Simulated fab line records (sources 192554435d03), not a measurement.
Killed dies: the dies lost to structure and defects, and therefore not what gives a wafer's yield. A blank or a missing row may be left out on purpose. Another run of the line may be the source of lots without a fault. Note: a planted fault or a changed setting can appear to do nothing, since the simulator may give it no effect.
One fault through the eyes of 3 desks :: flow n5Finfet :: only its own numbers are on each desk; what lay behind them is given at the end

METROLOGY DESK
Means of the sampled wafers that have a number, per lot and without regard to the tool the lot ran on: this is what the gauges read. Marked OUT: a lot whose mean sits more than 4 standard deviations from the usual mean, which makes it out of limits; the brackets give that distance. 7 of its 10 readings are shown, namely those furthest out on some lot.
Columns: A = DIBL_N at N5_BEOL_M4_RC_MEAS_101, usual 36.3 mV/V; B = DIBL_P at N5_BEOL_M4_RC_MEAS_101, usual 35.7 mV/V; C = IOFF_P at N5_BEOL_M4_RC_MEAS_101, usual 0.204 nA/um; D = ION_P at N5_BEOL_M4_RC_MEAS_101, usual 459 uA/um; E = SS_N at N5_BEOL_M4_RC_MEAS_101, usual 71.5 mV/dec; F = SS_P at N5_BEOL_M4_RC_MEAS_101, usual 73.1 mV/dec; G = VT_P at N5_BEOL_M4_RC_MEAS_101, usual -251 mV
lot: L756
first seen here: day 8 18:48
A: 35.0
B: 34.9
C: 0.208
D: 462
E: 71.4
F: 73.0
G: -249

lot: L758
first seen here: day 8 23:38
A: 35.7
B: 34.5
C: 0.226
D: 467
E: 70.9
F: 72.8
G: -248

lot: L759
first seen here: day 9 00:10
A: 36.8
B: 36.6
C: 0.231
D: 466
E: 71.0
F: 73.6
G: -247

lot: L767
first seen here: day 11 07:46
A: 36.0
B: 34.0
C: 0.177
D: 457
E: 71.3
F: 73.8
G: -257

lot: L768
first seen here: day 11 13:34
A: 36.1
B: 33.8
C: 0.165
D: 454
E: 71.4
F: 72.8
G: -256

lot: L769
first seen here: day 11 15:41
A: 38.2
B: 36.3
C: 0.207
D: 458
E: 72.2
F: 73.7
G: -250

lot: L772
first seen here: day 12 10:29
A: 34.8
B: 34.2
C: 0.184
D: 459
E: 71.3
F: 72.9
G: -251

lot: L774
first seen here: day 13 05:38
A: 36.2
B: 35.4
C: 0.189
D: 458
E: 71.6
F: 73.2
G: -253

lot: L775
first seen here: day 13 06:14
A: 36.8
B: 36.6
C: 0.230
D: 464
E: 71.2
F: 72.8
G: -247
Result from this desk: across the 9 lots, nothing is out of limits.

AT THE TOOL OWNER'S DESK: cmp-01
The tool's own readings at N5_ILD0_CMP_12 (polishes SiNx, stops on poly-Si, t overpolish 6 s, target thk 17.67 nm): means of the sampled wafers that have a number, for each lot that ran on this tool. Marked OUT: a lot whose mean sits more than 4 standard deviations from the usual mean, which makes it out of limits; the brackets give that distance.
Columns: A = motorCurrentA at N5_ILD0_CMP_12, usual 8.8 A; B = overpolishRunS at N5_ILD0_CMP_12, usual 6.000 s; C = timeToEndpointS at N5_ILD0_CMP_12, usual 29.9 s
lot: L767
first seen here: day 7 06:02
A: 8.7
B: 5.997
C: 26.3

lot: L769
first seen here: day 7 14:05
A: 8.7
B: 5.994
C: 24.5
Result from this desk: across the 2 lots, nothing is out of limits.

THE DEFECT DESK
For each lot, the counts of the inspections along the route, averaged over the sampled wafers that have a number. Marked OUT: a lot whose mean sits more than 4 standard deviations from the usual mean, which makes it out of limits; the brackets give that distance.
Columns: A = rawDefectCount at N5_SDB_INSPECT_13, usual 79
lot: L756
first seen here: day 4 07:41
A: 81

lot: L758
first seen here: day 4 21:25
A: 99

lot: L759
first seen here: day 4 22:27
A: 151

lot: L767
first seen here: day 7 06:54
A: 92

lot: L768
first seen here: day 7 08:33
A: 73

lot: L769
first seen here: day 7 14:56
A: 92

lot: L772
first seen here: day 8 04:01
A: 86

lot: L774
first seen here: day 8 22:19
A: 85

lot: L775
first seen here: day 9 02:56
A: 93
Result from this desk: across the 9 lots, nothing is out of limits.

TAKEN TOGETHER
From the metrology desk's view, nothing was out of limits.
The desk of the tool owner found nothing out of limits.
Nothing the defect desk looked at was out of limits.

WHAT THE SIMULATOR HAD PUT IN
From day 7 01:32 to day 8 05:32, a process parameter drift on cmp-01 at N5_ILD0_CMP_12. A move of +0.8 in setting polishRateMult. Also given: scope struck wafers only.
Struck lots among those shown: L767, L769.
